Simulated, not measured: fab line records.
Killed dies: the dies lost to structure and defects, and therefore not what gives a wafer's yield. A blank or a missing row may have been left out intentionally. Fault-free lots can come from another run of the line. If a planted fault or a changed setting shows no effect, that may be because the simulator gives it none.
Which tool is to blame?	flow n5_finfet	72 wafers from 24 lots sampled at 4 of the route's 1938 steps

== WHAT EACH GAUGE READ, for each wafer ==
N5_BEOL_M4_INSPECT_30: inspects for defects (brightfield).
lot	measured	on	raw_defect_count
L074	day 7 15:30	defect_inspect-02	308 227 348
L076	day 7 18:43	defect_inspect-01	348 546 517
L075	day 7 21:50	defect_inspect-02	554 624 494
L077	day 8 02:04	defect_inspect-02	428 314 355
L078	day 8 06:27	defect_inspect-01	379 385 384
L079	day 8 15:04	defect_inspect-01	503 391 424
L080	day 9 05:20	defect_inspect-02	577 467 574
L082	day 9 10:41	defect_inspect-01	298 261 244
L081	day 9 10:54	defect_inspect-01	226 280 241
L083	day 9 17:34	defect_inspect-02	310 446 453
L084	day 10 05:56	defect_inspect-02	445 333 392
L085	day 10 11:28	defect_inspect-02	214 312 324
L086	day 10 14:53	defect_inspect-01	378 269 371
L087	day 10 20:14	defect_inspect-01	603 426 578
L088	day 10 20:25	defect_inspect-01	343 343 362
L089	day 11 04:26	defect_inspect-01	383 303 371
L090	day 11 09:43	defect_inspect-02	326 330 353
L091	day 12 03:33	defect_inspect-01	212 380 326
L092	day 12 04:40	defect_inspect-01	441 414 381
L093	day 12 08:00	defect_inspect-02	485 386 464
L095	day 12 12:43	defect_inspect-01	353 451 342
L096	day 12 17:42	defect_inspect-01	421 392 278
L094	day 12 19:29	defect_inspect-02	608 499 453
L097	day 13 11:09	defect_inspect-01	318 384 453

== EACH LOT AND THE TOOL THAT RAN IT (in order: tool; ch and the chambers of the sampled wafers; start) ==
lot	N5_BEOL_M3_DEGAS_44	N5_BEOL_M3_PRE_CLEAN_60	N5_BEOL_M3_CO_CAP_55
L074	pvd_sputter-01, day 7 07:24	cvd_co-02 ch 1,2, day 7 10:37	cvd_co-02 ch 1,2, day 7 10:40
L076	pvd_sputter-03, day 7 10:36	cvd_co-02 ch 0,2, day 7 15:40	cvd_co-02 ch 0,2, day 7 15:42
L075	pvd_sputter-02, day 7 14:46	cvd_co-01 ch 0,1, day 7 18:16	cvd_co-01 ch 0,1, day 7 18:18
L077	pvd_sputter-02, day 7 17:48	cvd_co-01 ch 1,2, day 7 22:52	cvd_co-01 ch 1,2, day 7 22:54
L078	pvd_sputter-02, day 8 00:37	cvd_co-01 ch 0,1,2, day 8 04:02	cvd_co-01 ch 0,1,2, day 8 04:04
L079	pvd_sputter-02, day 8 07:49	cvd_co-02 ch 0,1, day 8 12:59	cvd_co-02 ch 0,1, day 8 13:02
L080	pvd_sputter-03, day 8 22:29	cvd_co-01 ch 0,2, day 9 02:38	cvd_co-01 ch 0,2, day 9 02:41
L082	pvd_sputter-02, day 9 04:35	cvd_co-01 ch 1,2, day 9 07:56	cvd_co-01 ch 1,2, day 9 07:59
L081	pvd_sputter-02, day 9 04:40	cvd_co-02 ch 1,2, day 9 08:13	cvd_co-02 ch 1,2, day 9 08:16
L083	pvd_sputter-02, day 9 11:04	cvd_co-02 ch 0,2, day 9 14:16	cvd_co-02 ch 0,2, day 9 14:19
L084	pvd_sputter-02, day 9 22:58	cvd_co-01 ch 1,2, day 10 02:23	cvd_co-01 ch 1,2, day 10 02:25
L085	pvd_sputter-01, day 10 04:24	cvd_co-02 ch 0,1,2, day 10 08:03	cvd_co-02 ch 0,1,2, day 10 08:05
L086	pvd_sputter-03, day 10 07:17	cvd_co-02 ch 1,2, day 10 10:56	cvd_co-02 ch 1,2, day 10 10:59
L087	pvd_sputter-03, day 10 10:29	cvd_co-01 ch 0,2, day 10 13:55	cvd_co-01 ch 0,2, day 10 13:58
L088	pvd_sputter-01, day 10 13:40	cvd_co-01 ch 1,2, day 10 16:53	cvd_co-01 ch 1,2, day 10 16:55
L089	pvd_sputter-02, day 10 22:17	cvd_co-02 ch 0,1, day 11 01:43	cvd_co-02 ch 0,1, day 11 01:45
L090	pvd_sputter-02, day 11 03:16	cvd_co-01 ch 0,1, day 11 06:46	cvd_co-01 ch 0,1, day 11 06:48
L091	pvd_sputter-01, day 11 21:03	cvd_co-01 ch 0,2, day 12 00:36	cvd_co-01 ch 0,2, day 12 00:40
L092	pvd_sputter-02, day 11 21:36	cvd_co-01 ch 0,2, day 12 02:25	cvd_co-01 ch 0,2, day 12 02:28
L093	pvd_sputter-02, day 12 02:32	cvd_co-01 ch 0,1,2, day 12 05:53	cvd_co-01 ch 0,1,2, day 12 05:56
L095	pvd_sputter-02, day 12 05:46	cvd_co-02 ch 0,1, day 12 09:34	cvd_co-02 ch 0,1, day 12 09:37
L096	pvd_sputter-03, day 12 12:15	cvd_co-01 ch 0,2, day 12 15:30	cvd_co-01 ch 0,2, day 12 15:32
L094	pvd_sputter-03, day 12 12:25	cvd_co-02 ch 0,1, day 12 17:20	cvd_co-02 ch 0,1, day 12 17:22
L097	pvd_sputter-03, day 13 04:53	cvd_co-02 ch 0,1, day 13 08:04	cvd_co-02 ch 0,1, day 13 08:07
- N5_BEOL_M3_DEGAS_44: time 60 s.
- N5_BEOL_M3_PRE_CLEAN_60: time 15 s.
- N5_BEOL_M3_CO_CAP_55: material Co, precursor CCTBA/H2, target thk 2 nm, time 102.1 s.

== AS READ BY THE TOOLS THEMSELVES (means over the sampled wafers that have a number; for cases with no such wafer, the mark the record gives instead) ==
N5_BEOL_M3_DEGAS_44.
lot	tool	heater_power_w (W)
L074	pvd_sputter-01	334
L076	pvd_sputter-03	330
L075	pvd_sputter-02	347
L077	pvd_sputter-02	360
L078	pvd_sputter-02	345
L079	pvd_sputter-02	345
L080	pvd_sputter-03	318
L082	pvd_sputter-02	329
L081	pvd_sputter-02	353
L083	pvd_sputter-02	325
L084	pvd_sputter-02	354
L085	pvd_sputter-01	347
L086	pvd_sputter-03	317
L087	pvd_sputter-03	330
L088	pvd_sputter-01	351
L089	pvd_sputter-02	324
L090	pvd_sputter-02	341
L091	pvd_sputter-01	350
L092	pvd_sputter-02	327
L093	pvd_sputter-02	347
L095	pvd_sputter-02	346
L096	pvd_sputter-03	320
L094	pvd_sputter-03	320
L097	pvd_sputter-03	318

N5_BEOL_M3_PRE_CLEAN_60.
lot	tool	heater_power_w (W)
L074	cvd_co-02	77
L076	cvd_co-02	65
L075	cvd_co-01	79
L077	cvd_co-01	77
L078	cvd_co-01	79
L079	cvd_co-02	72
L080	cvd_co-01	76
L082	cvd_co-01	80
L081	cvd_co-02	74
L083	cvd_co-02	60
L084	cvd_co-01	83
L085	cvd_co-02	69
L086	cvd_co-02	78
L087	cvd_co-01	76
L088	cvd_co-01	78
L089	cvd_co-02	62
L090	cvd_co-01	84
L091	cvd_co-01	77
L092	cvd_co-01	76
L093	cvd_co-01	81
L095	cvd_co-02	63
L096	cvd_co-01	76
L094	cvd_co-02	63
L097	cvd_co-02	73

N5_BEOL_M3_CO_CAP_55.
lot	tool	heater_power_w (W)
L074	cvd_co-02	229
L076	cvd_co-02	210
L075	cvd_co-01	229
L077	cvd_co-01	230
L078	cvd_co-01	229
L079	cvd_co-02	220
L080	cvd_co-01	225
L082	cvd_co-01	226
L081	cvd_co-02	225
L083	cvd_co-02	204
L084	cvd_co-01	235
L085	cvd_co-02	215
L086	cvd_co-02	225
L087	cvd_co-01	227
L088	cvd_co-01	230
L089	cvd_co-02	208
L090	cvd_co-01	235
L091	cvd_co-01	226
L092	cvd_co-01	226
L093	cvd_co-01	230
L095	cvd_co-02	208
L096	cvd_co-01	227
L094	cvd_co-02	210
L097	cvd_co-02	216

== THE ANSWER, worked out from the rows above alone ==
Rule: what is usual is taken from the lots themselves. Put in order of their means at a reading, lots are off if they are a third of the lots or fewer, leave a main group of 4 or more, and stand apart from it by a gap of 3 or more times the standard deviation of the main group's means; of several such gaps the widest counts. A main group whose means are all the same, to the digits that the tables above print for the reading, isn't used. A lot without any number at a reading at which 4 lots or more have one is off too. All remaining lots with rows at the step are treated as sound. Order of review: gauges by route order, followed by the tools' own readings, for which a lot's mean as printed above is used. The first step at which some lot is off is used, and at that step the reading that is off furthest; a lot without a number counts as furthest.
Nothing can be told from this: no lot is off at any reading shown.

== WHAT HAD BEEN PUT IN BY THE SIMULATOR ==
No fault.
